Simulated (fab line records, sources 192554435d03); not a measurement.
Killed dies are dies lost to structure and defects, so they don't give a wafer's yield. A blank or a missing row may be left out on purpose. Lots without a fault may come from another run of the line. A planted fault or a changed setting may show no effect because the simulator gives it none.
Split-lot experiment | flow n5_finfet | 7 lots, 21 wafers read, on a route of 1938 steps

THE SPLIT
At N5_MOL_CONTACT_COAG_CVD_140 (deposits W, target thk 66.5 nm, time 215 s), the setting target_thk_a was moved away from the recipe's 665 angstrom on 13 of the 21 wafers read, by -12.0% to +10.2%. The other wafers ran this setting at the recipe's value.

The reading is taken at the split's own step.

THE READING
W_of_MOL_CONTACT_COAG_CVD_140.thk_nm (the simulator's own value, which no gauge read), in nm, at N5_MOL_CONTACT_COAG_CVD_140 (deposits W, target thk 66.5 nm, time 215 s). The file gives no usual value for it. The 8 wafers here that ran the recipe average 67.2 nm, standard deviation 0.6 nm.

wafer  | tool, chamber at the split | target_thk_a as run, angstrom | against the recipe | W_of_MOL_CONTACT_COAG_CVD_140.thk_nm, nm | against lot-mates on the recipe
L077.1 | cvd_w-01, 0                | 620.1                         | -6.8%              | 62.4                                     | no lot-mate on the recipe
L077.2 | cvd_w-01, 1                | 620.1                         | -6.8%              | 63.6                                     | no lot-mate on the recipe
L077.4 | cvd_w-01, 1                | 620.1                         | -6.8%              | 63.4                                     | no lot-mate on the recipe
L078.2 | cvd_w-01, 0                | 585                           | -12.0%             | 58                                       | -9.6
L078.3 | cvd_w-01, 1                | 665                           | recipe             | 67.6                                     | -
L078.6 | cvd_w-01, 0                | 585                           | -12.0%             | 58.4                                     | -9.2
L079.2 | cvd_w-02, 0,1,0            | 700.6                         | +5.4%              | 70.2                                     | no lot-mate on the recipe
L079.3 | cvd_w-02, 0,1,0            | 700.6                         | +5.4%              | 70.2                                     | no lot-mate on the recipe
L079.4 | cvd_w-02, 0,1,0            | 700.6                         | +5.4%              | 70.2                                     | no lot-mate on the recipe
L087.1 | cvd_w-01, 1                | 665                           | recipe             | 68.2                                     | -
L087.2 | cvd_w-01, 0                | 665                           | recipe             | 67                                       | -
L087.6 | cvd_w-01, 1                | 665                           | recipe             | 67.6                                     | -
L090.1 | cvd_w-02, 1                | 732.8                         | +10.2%             | 73.8                                     | +7.8
L090.5 | cvd_w-02, 1                | 732.8                         | +10.2%             | 74.4                                     | +8.4
L090.6 | cvd_w-02, 0                | 665                           | recipe             | 66                                       | -
L092.1 | cvd_w-01, 0                | 665                           | recipe             | 67.4                                     | -
L092.5 | cvd_w-01, 1                | 697.7                         | +4.9%              | 71.8                                     | +4.5
L092.6 | cvd_w-01, 0                | 665                           | recipe             | 67.2                                     | -
L095.3 | cvd_w-01, 0                | 639.4                         | -3.8%              | 63                                       | -4.0
L095.4 | cvd_w-01, 1                | 639.4                         | -3.8%              | 64.2                                     | -2.8
L095.5 | cvd_w-01, 1                | 665                           | recipe             | 67                                       | -
Where a row lists several chambers, the file gives one row for several wafers and doesn't say which wafer went through which chamber.

THE FIT
A straight line over all 21 wafers: W_of_MOL_CONTACT_COAG_CVD_140.thk_nm changes by +0.694 nm for each +1% of target_thk_a; r = +0.99; the points scatter about the line by 0.77 nm.
The same after taking each lot's own level away (the mean of its wafers on the recipe; 15 wafers): +0.798 nm for each +1%; r = +1.00; scatter 0.42 nm.
On that fit, the largest move of target_thk_a shifts the reading by 9.6 nm.
The lots' own levels span 66.00 to 67.60 nm, that is 2.7 times the standard deviation above.
So the lot-to-lot level changes the slope: the two fits differ.
Check: with one of the wafers moved furthest among these (-12.0%) left out of the fit, the line predicts -9.57 nm for it against its lot-mates. It came out at -9.6 nm against them.

OTHER SPLITS ON THESE WAFERS
These wafers also went through other splits before the reading. Each is held against what the fit with the lots' levels taken away leaves over:
other split on the same wafers        | wafers away from the commonest value | r with W_of_MOL_CONTACT_COAG_CVD_140.thk_nm (lot level and that fit taken away)
N5_MOL_CONTACT_COAG_COAT_103 spin_rpm | 6                                    | +0.15
N5_MOL_CONTACT_COAG_ALD_27 time_s     | 11                                   | +0.20

THE FILE'S OWN FIT
W_of_MOL_CONTACT_COAG_CVD_140.thk_nm changes by +0.803 nm for each +1% of target_thk_a, r = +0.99.
